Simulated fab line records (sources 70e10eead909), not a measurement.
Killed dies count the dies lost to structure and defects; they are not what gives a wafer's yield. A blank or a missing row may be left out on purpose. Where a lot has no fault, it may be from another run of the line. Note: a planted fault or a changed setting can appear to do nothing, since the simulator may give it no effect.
What tool caused it? -- flow nand-harc -- Sampling: 6 lots, 18 wafers, 3 of 1302 route steps

## WHAT THE GAUGES READ, wafer by wafer
NHARC_A_ONON_D2_THK_MEAS_11: measures by ellipsometry.
lot,measured,on,thk-nm (nm)
L488,day 13 16:28,film-metro-01,1002 1003 1004
L492,day 15 18:52,film-metro-02,997 998 998
L494,day 16 02:20,film-metro-01,1008 1008 1008
L499,day 18 19:14,film-metro-01,1007 1008 1008
L500,day 19 04:14,film-metro-02,991 991 993
L507,day 22 02:17,film-metro-02,1004 1001 1001

## EACH LOT AND THE TOOL THAT RAN IT (in order: tool; ch and the chambers of the sampled wafers; start)
lot,NHARC_A_CHANNEL_FILL_D1_STRIP_28,NHARC_A_ONON_D2_DEP_09
L488,"rie-diel-05 ch 0,1,2, day 11 02:53","pecvd-onon-04 ch 0, day 13 15:57"
L492,"rie-diel-12 ch 0,3, day 13 02:38","pecvd-onon-01 ch 0, day 15 18:28"
L494,"rie-diel-05 ch 1,2,3, day 13 11:22","pecvd-onon-04 ch 0, day 16 01:53"
L499,"rie-diel-03 ch 0,1,3, day 16 01:58","pecvd-onon-03 ch 0, day 18 18:44"
L500,"rie-diel-05 ch 1,2,3, day 16 12:56","pecvd-onon-03 ch 0, day 19 03:47"
L507,"rie-diel-12 ch 1,2,3, day 18 23:31","pecvd-onon-01 ch 0, day 22 01:53"
- NHARC_A_CHANNEL_FILL_D1_STRIP_28: strips in O2, time 20 s.
- NHARC_A_ONON_D2_DEP_09: target thk 1000 nm.

## THE ANSWER, worked out from the rows above alone
Rule: what is usual is taken from the lots themselves. The widest of any qualifying gaps counts: lots, ordered by their means at a reading, are off when they make up no more than a third of the lots, leave a main group of 4 or more, and stand apart from it by 3 or more times the standard deviation of that group's means. A main group is skipped when, at the precision printed for the reading in the tables above, its means are all equal. A lot without any number at a reading at which 4 lots or more have one is off too. The other lots that the step has rows for count as sound.
Across all readings shown, no lot is off: no conclusion can be drawn from this.

## WHAT THE SIMULATOR PUT IN
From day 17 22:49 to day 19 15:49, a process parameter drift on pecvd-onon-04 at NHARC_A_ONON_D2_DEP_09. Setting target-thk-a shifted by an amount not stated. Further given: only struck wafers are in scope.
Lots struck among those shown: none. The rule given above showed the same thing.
